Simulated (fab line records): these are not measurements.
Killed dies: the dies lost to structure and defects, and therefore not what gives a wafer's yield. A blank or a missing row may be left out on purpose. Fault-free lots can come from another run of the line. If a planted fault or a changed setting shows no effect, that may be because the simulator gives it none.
Which tool did it?	flow n5-finfet	9 lots, 27 wafers sampled, at 5 steps of a route of 1938

## WHAT THE GAUGES SHOWED, per wafer
N5_BEOL_M1_CD_MEAS_11: target cd 17.05 nm. Usual: 17.02 nm for cd-nm, sd 0.22.
lot	measured	on	cd-nm (nm)	flag
L851	day 6 03:05	cd-sem-02	16.94 16.85 17.33	
L853	day 6 11:36	cd-sem-03	16.85 17.57 17.13	
L854	day 6 19:50	cd-sem-03	16.83 17.26 17.32	
L863	day 9 05:28	cd-sem-03	16.96 16.88 17.05	
L864	day 9 09:47	cd-sem-03	17.01 16.80 16.83	
L867	day 10 00:59	cd-sem-03	17.14 16.78 17.14	
L868	day 10 13:17	cd-sem-03	17.18 17.09 16.70	
L873	day 11 16:10	cd-sem-01	16.83 16.95 17.09	
L874	day 11 19:04	cd-sem-03	16.81 16.97 17.06	

N5_BEOL_M4_RC_MEAS_101. Usual: DIBL_N 36.5 mV/V, standard deviation 1.4; DIBL_P 36.9 mV/V, standard deviation 1.7; IOFF_N 0.163 nA/um, standard deviation 0.023; IOFF_P 0.22 nA/um, standard deviation 0.032; ION_N 673 uA/um, standard deviation 9; ION_P 462 uA/um, standard deviation 7.5; SS_N 71.6 mV/dec, standard deviation 0.54; SS_P 73.4 mV/dec, standard deviation 0.62; VT_N 249.8 mV, standard deviation 2.8; VT_P -250 mV, standard deviation 3.5.
lot	measured	on	DIBL_N (mV/V)	DIBL_P (mV/V)	IOFF_N (nA/um)	IOFF_P (nA/um)	ION_N (uA/um)	ION_P (uA/um)	SS_N (mV/dec)	SS_P (mV/dec)	VT_N (mV)	VT_P (mV)	flag
L851	day 7 20:49	prober-02	35.6 36.6 35.5	35.4 36.4 35.4	0.143 0.167 0.149	0.19 0.20 0.19	663 665 674	459 450 461	71.8 72.1 71.7	73.3 73.2 72.7	252.3 249.5 251.7	-255 -253 -255	
L853	day 8 14:34	prober-02	36.8 37.5 38.1	36.5 36.5 37.9	0.161 0.173 0.186	0.26 0.25 0.29	684 680 689	479 475 482	71.6 72.0 71.9	73.5 73.7 73.7	249.2 247.9 245.9	-243 -248 -244	
L854	day 8 18:02	prober-01	36.1 37.7 35.5	37.5 39.1 36.7	0.159 0.190 0.152	0.23 0.27 0.22	674 678 677	469 469 471	71.1 71.6 71.4	73.0 73.6 73.6	248.9 249.7 253.0	-247 -248 -252	
L863	day 11 05:37	prober-02	37.6 35.4 36.4	38.3 34.8 36.9	0.190 0.134 0.165	0.26 0.19 0.23	675 655 686	466 447 467	71.9 70.7 71.2	73.5 72.7 73.6	247.7 255.9 248.5	-248 -253 -251	
L864	day 11 10:47	prober-02	37.1 38.6 38.2	35.0 37.5 36.8	0.147 0.184 0.174	0.18 0.22 0.20	663 675 683	447 455 454	71.5 71.8 71.9	73.0 74.8 73.5	250.5 249.4 248.8	-255 -252 -253	
L867	day 12 08:54	prober-02	38.2 35.8 35.6	39.0 36.5 35.4	0.202 0.160 0.148	0.26 0.21 0.19	680 660 676	470 454 460	71.1 71.4 71.3	73.4 72.9 73.3	245.6 248.4 250.4	-246 -249 -252	
L868	day 12 12:41	prober-02	36.8 36.8 37.8	38.5 38.7 40.1	0.174 0.182 0.198	0.21 0.24 0.25	686 684 688	462 470 467	71.9 71.7 72.4	73.5 73.6 73.6	247.8 248.8 244.6	-251 -248 -246	
L873	day 13 21:52	prober-02	37.4 35.0 37.4	36.8 33.4 36.2	0.154 0.117 0.156	0.21 0.16 0.20	669 668 664	464 456 455	71.8 71.4 71.9	73.0 72.8 73.4	251.2 254.7 252.8	-249 -253 -249	
L874	day 13 15:49	prober-02	37.3 38.3 37.7	36.0 37.0 35.6	0.184 0.213 0.183	0.25 0.29 0.25	675 673 673	464 460 462	71.8 71.7 72.7	73.7 74.9 74.1	246.7 245.4 249.9	-246 -246 -247	

## WHICH TOOL RAN EACH LOT (tool, then ch and the chambers of the sampled wafers, then the start)
lot	N5_BEOL_M0_ALD_136	N5_BEOL_M0_PRE_CLEAN_131	N5_BEOL_M1_ILD_DEP_00
L851	ald-metal-01 ch 1,2, day 5 23:07	cvd-co-01 ch 1,2, day 6 00:53	pecvd-01 ch 0,1,2, day 6 01:10
L853	ald-metal-03 ch 0,2,3, day 6 08:01	cvd-co-02 ch 0,2, day 6 10:17	pecvd-01 ch 1,2, day 6 10:38
L854	ald-metal-04 ch 0,2, day 6 16:08	cvd-co-01 ch 0,1, day 6 18:14	pecvd-01 ch 0,1, day 6 18:31
L863	ald-metal-04 ch 1,2, day 8 22:40	cvd-co-01 ch 0,1,2, day 9 02:04	pecvd-03 ch 0,2, day 9 02:22
L864	ald-metal-03 ch 0,2,3, day 9 06:11	cvd-co-02 ch 0,1,2, day 9 08:07	pecvd-01 ch 0,1,2, day 9 08:24
L867	ald-metal-01 ch 0,1,3, day 9 20:25	cvd-co-01 ch 0,1,2, day 9 22:05	pecvd-01 ch 1,2, day 9 22:24
L868	ald-metal-04 ch 1,3, day 10 09:57	cvd-co-01 ch 0,1, day 10 12:11	pecvd-03 ch 0,1, day 10 12:28
L873	ald-metal-04 ch 0,1,3, day 11 13:25	cvd-co-01 ch 0,1,2, day 11 15:06	pecvd-04 ch 0,1,2, day 11 15:23
L874	ald-metal-04 ch 2,3, day 11 14:49	cvd-co-01 ch 0,2, day 11 16:50	pecvd-03 ch 0,2, day 11 17:07
- N5_BEOL_M0_ALD_136: deposits TaN, pulse time 2 s, purge time 3 s, co reactant purge time 2 s.
- N5_BEOL_M0_PRE_CLEAN_131: time 15 s.
- N5_BEOL_M1_ILD_DEP_00: deposits SiOC from DEMS/O2, target thk 79 nm, time 15.3 s.

## WHAT THE TOOLS THEMSELVES READ (means of the sampled wafers that have a number; where no wafer has one, the mark that the record gives instead)
N5_BEOL_M0_ALD_136. Usual: heater-power-outer-w 235 W, standard deviation 25; heater-power-w 420 W, standard deviation 35; mfc-carrier-sccm 1500 sccm, standard deviation 5.2; precursor-vessel-pressure-torr 26.26 Torr, standard deviation 0.05.
lot	tool	heater-power-outer-w (W)	heater-power-w (W)	mfc-carrier-sccm (sccm)	precursor-vessel-pressure-torr (Torr)	flag
L851	ald-metal-01	250	448	1504	26.23	
L853	ald-metal-03	212	389	1496	26.29	
L854	ald-metal-04	237	419	1502	26.26	
L863	ald-metal-04	233	417	1499	26.23	
L864	ald-metal-03	212	394	1495	26.24	
L867	ald-metal-01	269	454	1501	26.25	
L868	ald-metal-04	233	415	1499	26.32	
L873	ald-metal-04	238	419	1498	26.27	
L874	ald-metal-04	212	389	1501	26.33	

N5_BEOL_M0_PRE_CLEAN_131. Usual: heater-power-outer-w 26 W, standard deviation 11; heater-power-w 96 W, standard deviation 22.
lot	tool	heater-power-outer-w (W)	heater-power-w (W)	flag
L851	cvd-co-01	21	86	
L853	cvd-co-02	40	125	
L854	cvd-co-01	21	80	
L863	cvd-co-01	18	79	
L864	cvd-co-02	36	116	
L867	cvd-co-01	17	79	
L868	cvd-co-01	17	74	
L873	cvd-co-01	18	80	
L874	cvd-co-01	13	78	

N5_BEOL_M1_ILD_DEP_00. Usual: heater-power-outer-w 288 W, standard deviation 56; heater-power-w 527 W, standard deviation 84; showerhead-plenum-p-Torr 5.696 Torr, standard deviation 0.018; showerhead-vpp-V 1387 V, standard deviation 66; susceptor-temp-C 350.01 C, standard deviation 0.19; throttle-valve-pct 12.1 %, standard deviation 0.71.
lot	tool	heater-power-outer-w (W)	heater-power-w (W)	showerhead-plenum-p-Torr (Torr)	showerhead-vpp-V (V)	susceptor-temp-C (C)	throttle-valve-pct (%)	flag
L851	pecvd-01	280	507	5.693	1388	350.16	12.2	
L853	pecvd-01	318	546	5.690	1382	350.21	12.4	
L854	pecvd-01	271	510	5.692	1374	350.06	12.4	
L863	pecvd-03	292	489	5.693	1349	349.90	12.4	
L864	pecvd-01	311	556	5.694	1378	352.22	12.4	OFF
L867	pecvd-01	330	572	5.694	1394	352.27	12.4	OFF
L868	pecvd-03	241	500	5.720	1412	350.00	12.2	
L873	pecvd-04	272	481	5.691	1361	350.14	11.9	
L874	pecvd-03	306	515	5.690	1352	349.94	11.5	

## THE ANSWER, worked out from the rows above alone
Rule: take the mean of a lot's wafers that have a number; if it is more than 3 standard deviations from the usual mean, the lot is off. Also off: a lot with no number at a reading for which 4 or more lots have one. Any other lot the step has rows for is counted as sound. First the gauges in route order, then the tools' own readings, where a lot's mean is used as printed above. At the first step where some lot is off, the reading lying furthest off is the one used; lots without a number count as furthest.
Off, at N5_BEOL_M1_ILD_DEP_00 on susceptor-temp-C: L864, L867.
If a tool, at that step or one of the process steps before it, ran each lot that is off and ran no sound lot following the first of them, it fits. One fits: N5_BEOL_M1_ILD_DEP_00 on pecvd-01. A fault onset in the window from L854 (day 6 18:31, its last sound lot) to L864 (day 9 08:24, its first lot off) fits.
On the lots that are off, the tool's own readings at N5_BEOL_M1_ILD_DEP_00 differ by more than 5 times the standard deviation of the sound lots' means, which bears it out; susceptor-temp-C reads 352.25 C there versus 350.06 C on the sound lots.

## WHAT THE SIMULATOR HAD INSERTED
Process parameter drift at N5_BEOL_M1_ILD_DEP_00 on pecvd-01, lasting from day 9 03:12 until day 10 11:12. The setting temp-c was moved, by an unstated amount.
Struck lots among those shown: L864, L867. The same result came from the rule above.
